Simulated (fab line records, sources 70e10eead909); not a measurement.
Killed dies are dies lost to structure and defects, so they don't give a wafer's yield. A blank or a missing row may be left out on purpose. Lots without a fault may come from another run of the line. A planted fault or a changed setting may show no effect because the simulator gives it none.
Chamber matching | flow nand_harc | NHARC_A_WL_FILL_ALD_10 on ald_hk-02: 3 sister chambers
The step deposits SiO2, target thk 50 nm, pulse time 10 s, ald cycles 500. 20 wafers are shown with their chamber, then 8 later ones without.

WAFERS WITH THEIR CHAMBER
wafer  | chamber | heater_power_w (W) | precursor_pulse_height_rel
L074.1 | 1       | 452                | 0.977
L074.5 | 0       | 441                | 0.959
L074.6 | 1       | 445                | 0.964
L081.1 | 0       | 457                | 1.014
L081.3 | 1       | 459                | 0.998
L081.4 | 3       | 489                | 0.994
L078.2 | 3       | 502                | 0.981
L078.5 | 0       | 451                | 0.979
L078.6 | 3       | 501                | 0.973
L083.1 | 1       | 438                | 1.005
L083.4 | 3       | 507                | 0.971
L083.6 | 1       | 440                | 0.963
L084.4 | 1       | 438                | 0.993
L084.5 | 0       | 447                | 0.995
L084.6 | 3       | 498                | 1.033
L088.1 | 3       | 499                | 0.988
L088.5 | 3       | 499                | 0.965
L088.6 | 0       | 454                | 1.008
L089.1 | 1       | 458                | 1.002
L089.2 | 0       | 459                | 1.003

SIGNATURES (means of the wafers above)
reading                    | chamber 0 | chamber 1 | chamber 3 | scatter within a chamber
heater_power_w             | 451.50    | 447.14    | 499.29    | 7.3
precursor_pulse_height_rel | 0.99300   | 0.98600   | 0.98643   | 0.0205
Rule: a wafer's distance from a chamber is the root of the sum, over the readings, of the square of ((its reading less the chamber's mean) divided by the reading's scatter). The wafer belongs to the nearest chamber; if the next one is less than 2 further off, it can't be placed. The scatter: the root of (the sum of the squares of (reading less its chamber's mean) over the shown wafers, divided by (wafers less chambers)).

WAFERS WITHOUT THEIR CHAMBER
wafer  | heater_power_w (W) | precursor_pulse_height_rel
L089.5 | 507                | 1.004
L092.3 | 445                | 1.017
L092.2 | 506                | 1.026
L092.6 | 443                | 1.018
L095.2 | 491                | 1.005
L095.5 | 475                | 0.972
L097.3 | 482                | 0.990
L097.5 | 462                | 0.983

WHICH CHAMBER EACH WENT THROUGH
wafer  | from the rows above          | in truth
L089.5 | 3                            | 3
L092.3 | can't be placed: 0 or 1      | 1
L092.2 | 3                            | 3
L092.6 | can't be placed: 1 or 0      | 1
L095.2 | 3                            | 3
L095.5 | can't be placed: 0 or 3 or 1 | 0
L097.3 | can't be placed: 3 or 0      | 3
L097.5 | can't be placed: 0 or 1      | 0
Placed correctly: 3 of 8. Can't be placed from these rows: 5 (the true chamber is among the candidates in 5). Placed wrongly: 0.
